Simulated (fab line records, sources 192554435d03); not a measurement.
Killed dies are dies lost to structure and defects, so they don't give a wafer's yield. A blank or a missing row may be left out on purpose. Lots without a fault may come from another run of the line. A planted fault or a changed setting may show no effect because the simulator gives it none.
A struck lot beside a sound one | flow n5_finfet | 38 steps out of a route of 1938
Sound: wafers L131.4, L131.5, L131.6. Struck: wafers L118.2, L118.4. The cause comes at the end.
At each step with rows: each side's tool, then ch and its chambers, then its first start. Under that, the readings that differ: sound wafers | struck wafers | difference of the means | sigmas: that difference in standard deviations of wafers without a fault.
alike: readings whose means differ by less than 2 such deviations, and words and numbers that are the same on both sides. not compared: withheld readings, readings that some wafer has no value for, bounds like >300 that may hide the same value, and numbers for which the record gives no deviation and whose values overlap.
The two part at a step that has a row with sigmas, a row that says differs or no value, or rows on one side only. Numbers that don't overlap but have no deviation are shown without sigmas and don't part them. A reading that every wafer of one side lacks parts them only if that side has two wafers or more.

first, 9 steps without rows for these wafers: N5_BEOL_M11_ALD_74 (deposits TaN, target thk 2 nm, pulse time 2 s, purge time 3 s); N5_BEOL_M11_SURFACE_TREAT_76; N5_BEOL_M11_CVD_75 (deposits Co from CCTBA/H2, target thk 2 nm, time 138.9 s); N5_BEOL_M11_SPUTTER_48 (material Cu, target thk 12 nm, time 2 s); N5_BEOL_M11_ECD_50 (material Cu, target thk 318 nm); N5_BEOL_M11_ANNEAL_51 (time 90 s); N5_BEOL_M11_CMP_52 (polishes, stops on SiCOH lowk, t overpolish 7 s, target thk 140 nm); N5_BEOL_M11_PRE_CLEAN_55 (time 15 s); N5_BEOL_M11_DEP_56 (deposits SiCN from 3MS/NH3, target thk 30 nm, time 10.5 s).
N5_BEOL_M12_ILD_DEP_00: deposits SiOC from DEMS/O2, target thk 658.92 nm, time 130.7 s.
  sound on pecvd-02 ch 0,1,2, day 15 17:03; struck on pecvd-03 ch 0,1, day 11 12:21
  reading                                       | sound             | struck      | difference | sigmas
  run_length_s (s)                              | 174.8 175.4 176.6 | 286.9 286.7 | +111.2     | +99 or more
  model.SiOC_of_BEOL_M12_ILD_DEP_00.thk_nm (nm) | 658.2 676 658.4   | 1206 1219   | +548       |
  alike: heater_power_outer_w, heater_power_w, showerhead_plenum_p_Torr, throttle_valve_pct
N5_BEOL_M12_THK_MEAS_01:
  sound on film_metro-01, day 15 17:08; struck on film_metro-02, day 11 12:29
  reading          | sound       | struck    | difference | sigmas
  M12_ILD_THK (nm) | 658 676 659 | 1206 1220 | +549       | +70
then, 10 steps without rows for these wafers: N5_BEOL_M12_COAT_58 (time 60 s, resist thk 89 nm); N5_BEOL_M12_COAT_04 (resist thk 400 nm); N5_BEOL_M12_EBR_06; N5_BEOL_M12_SOFTBAKE_05 (time 60 s); N5_BEOL_M12_EXPOSE_07 (exposes mask V11); N5_BEOL_M12_PEB_08 (peb time 90 s); N5_BEOL_M12_DEVELOP_09 (develop time 45 s); N5_BEOL_M12_HARDBAKE_14 (time 120 s); N5_BEOL_M12_DESCUM_15 (chemistry O2, time 7.9 s); N5_BEOL_M12_ETCH_59 (etches BARC in N2/H2, target depth 89 nm, overetch 26.7 nm, time 67.9 s).
N5_BEOL_M12_VIA_ETCH_16: etches SiOC in C4F8/O2/Ar, target depth 724.8 nm.
  sound on rie_diel-05 ch 0,2,3, day 15 17:48; struck on rie_diel-05 ch 0,1, day 11 13:05
  reading                                    | sound             | struck    | difference | sigmas
  model.etch.depth_nm (nm)                   | 658.1 676.1 658.3 | 1206 1219 | +548       |
  model.coat_of_BEOL_M12_COAT_04.thk_nm (nm) | 124 121 129.2     | 0 0       | -125       |
  model.BARC_of_BEOL_M12_COAT_58.thk_nm (nm) | 89.4 89 89.2      | 47.4 42.6 | -44.2      |
  alike: drypump_motor_current_A, mfc_ar_sccm, oes_product_au, rf_vpp_V, showerhead_plenum_p_Torr, throttle_valve_pct
N5_BEOL_M12_STRIP_63: strips in N2/H2.
  sound on plasma_asher-02 ch 0,1, day 15 18:01; struck on plasma_asher-02 ch 1, day 11 13:17
  reading                      | sound             | struck      | difference | sigmas
  oes_product_au (a.u.)        | 0.697 0.695 0.692 | 0.228 0.230 | -0.466     | -99 or more
  strip_time_to_endpoint_s (s) | 42.8 41.9 44.2    | 0.0 0.0     | -43.0      | -49
  alike: drypump_motor_current_A, heater_power_w, temp_c
  not compared: rf_hours_counter_h
N5_BEOL_M12_STRIP_64: strips in N2/H2.
  sound on plasma_asher-02 ch 0,1, day 15 18:05; struck on plasma_asher-02 ch 1, day 11 13:20
  reading                      | sound             | struck      | difference | sigmas
  oes_product_au (a.u.)        | 0.707 0.716 0.709 | 0.653 0.658 | -0.055     | -12
  strip_time_to_endpoint_s (s) | 31.41 31.32 31.35 | 20.80 19.29 | -11.31     | -99 or more
  alike: drypump_motor_current_A, heater_power_w, temp_c
  not compared: rf_hours_counter_h
then, 2 steps without rows for these wafers: N5_BEOL_M12_STRIP_71 (strips in post etch residue remover, time 60 s); N5_BEOL_M12_SRD_72 (time 30 s, dry time 30 s).
N5_BEOL_M12_CD_MEAS_17: target cd 140 nm.
  sound on cd_sem-01, day 15 18:13; struck on cd_sem-02, day 11 13:29
  reading    | sound             | struck      | difference | sigmas
  cd_nm (nm) | 138.9 142.1 136.8 | 152.7 155.4 | +14.8      | +7
then, 9 steps without rows for these wafers: N5_BEOL_M12_COAT_65 (time 60 s, resist thk 300 nm); N5_BEOL_M12_COAT_66 (time 60 s, resist thk 110 nm); N5_BEOL_M12_COAT_22 (resist thk 300 nm); N5_BEOL_M12_EBR_24; N5_BEOL_M12_SOFTBAKE_23 (time 60 s); N5_BEOL_M12_EXPOSE_25 (exposes mask M12); N5_BEOL_M12_PEB_26 (peb time 90 s); N5_BEOL_M12_DEVELOP_27 (develop time 45 s); N5_BEOL_M12_HARDBAKE_32 (time 120 s).
N5_BEOL_M12_CMP_49: polishes, stops on SiOC, t overpolish 20.6 s, target thk 320 nm.
  sound on cmp-04 ch 0,2,3, day 16 02:18; struck on cmp-02 ch 0,1, day 11 17:08
  reading                                       | sound             | struck    | difference | sigmas
  model.SiOC_of_BEOL_M12_ILD_DEP_00.thk_nm (nm) | 601.8 614.6 597.2 | 1149 1160 | +550       |
  alike: motor_current_A, slurry_filter_dp_kPa
N5_PASSIVATION_PROBE_49:
  the record has rows for the struck wafers here (prober-01, day 13 01:50) and none for the sound ones

WHERE THEY PART
First at N5_BEOL_M12_ILD_DEP_00; last, within this record, at N5_PASSIVATION_PROBE_49.

WHY: what the simulator had put in
Process parameter drift: pecvd-03, from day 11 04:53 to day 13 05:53, at N5_BEOL_M12_ILD_DEP_00. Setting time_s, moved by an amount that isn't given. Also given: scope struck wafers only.
